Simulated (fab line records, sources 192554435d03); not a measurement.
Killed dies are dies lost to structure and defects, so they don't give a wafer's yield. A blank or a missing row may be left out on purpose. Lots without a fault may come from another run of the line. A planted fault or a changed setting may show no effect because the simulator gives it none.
Split-lot experiment | flow n5_finfet | 7 lots, 21 wafers read, on a route of 1938 steps

THE SPLIT
At N5_ZERO_LAYER_COAT_05 (resist thk 1000 nm), the setting spin_rpm was moved away from the recipe's 1500 rpm on 5 of the 21 wafers read, by -4.0% to +8.5%. The other wafers ran this setting at the recipe's value.

The reading is taken at the split's own step.

THE READING
coat_of_ZERO_LAYER_COAT_05.thk_nm (the simulator's own value, which no gauge read), in nm, at N5_ZERO_LAYER_COAT_05 (resist thk 1000 nm). The file gives no usual value for it. The 16 wafers here that ran the recipe average 1000.5 nm, standard deviation 2.5 nm.

wafer  | tool, chamber at the split | spin_rpm as run, rpm | against the recipe | coat_of_ZERO_LAYER_COAT_05.thk_nm, nm | against lot-mates on the recipe
L075.2 | litho_track-01, 0          | 1440                 | -4.0%              | 1021                                  | +19.0
L075.3 | litho_track-01, 0          | 1500                 | recipe             | 1002                                  | -
L075.5 | litho_track-01, 0          | 1440                 | -4.0%              | 1023                                  | +21.0
L084.3 | litho_track-01, 0          | 1441                 | -3.9%              | 1016                                  | +21.0
L084.5 | litho_track-01, 0          | 1500                 | recipe             | 995                                   | -
L084.6 | litho_track-01, 0          | 1441                 | -3.9%              | 1017                                  | +22.0
L085.1 | litho_track-05, 0          | 1500                 | recipe             | 1000                                  | -
L085.4 | litho_track-05, 0          | 1500                 | recipe             | 1003                                  | -
L085.6 | litho_track-05, 0          | 1500                 | recipe             | 997.4                                 | -
L090.3 | litho_track-04, 0          | 1500                 | recipe             | 1003                                  | -
L090.4 | litho_track-04, 0          | 1500                 | recipe             | 1001                                  | -
L090.5 | litho_track-04, 0          | 1500                 | recipe             | 1000                                  | -
L092.1 | litho_track-04, 0          | 1500                 | recipe             | 1005                                  | -
L092.3 | litho_track-04, 0          | 1500                 | recipe             | 1003                                  | -
L092.4 | litho_track-04, 0          | 1500                 | recipe             | 1001                                  | -
L093.3 | litho_track-05, 0          | 1500                 | recipe             | 997                                   | -
L093.4 | litho_track-05, 0          | 1500                 | recipe             | 1002                                  | -
L093.5 | litho_track-05, 0          | 1500                 | recipe             | 999.9                                 | -
L096.2 | litho_track-05, 0          | 1628                 | +8.5%              | 959.6                                 | -39.6
L096.3 | litho_track-05, 0          | 1500                 | recipe             | 1000                                  | -
L096.5 | litho_track-05, 0          | 1500                 | recipe             | 998.5                                 | -

THE FIT
A straight line over all 21 wafers: coat_of_ZERO_LAYER_COAT_05.thk_nm changes by -4.77 nm for each +1% of spin_rpm; r = -0.98; the points scatter about the line by 2.6 nm.
The same after taking each lot's own level away (the mean of its wafers on the recipe; 21 wafers): -4.9 nm for each +1%; r = -0.99; scatter 1.7 nm.
On that fit, the largest move of spin_rpm shifts the reading by 42 nm.
The lots' own levels span 995.00 to 1003.00 nm, that is 3.2 times the standard deviation above.
So the lot-to-lot level changes the slope little: the two slopes agree.
Check: with one of the wafers moved furthest among these (+8.5%) left out of the fit, the line predicts -44.6 nm for it against its lot-mates. It came out at -39.6 nm against them.

THE WHOLE CHAIN: every reading that the file lists as answering this split, in the file's order
step                   | what it does       | reading                                                                            | change (the file's fit)              | r (the file's)
N5_ZERO_LAYER_COAT_05  | resist thk 1000 nm | coat_of_ZERO_LAYER_COAT_05.thk_nm (the simulator's own value, which no gauge read) | -4.86 nm for each +1% of the setting | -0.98
N5_ZERO_LAYER_STRIP_24 | strips in O2       | strip_time_to_endpoint_s                                                           | withheld for each +1% of the setting | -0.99

THE FILE'S OWN FIT
coat_of_ZERO_LAYER_COAT_05.thk_nm changes by -4.86 nm for each +1% of spin_rpm, r = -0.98.
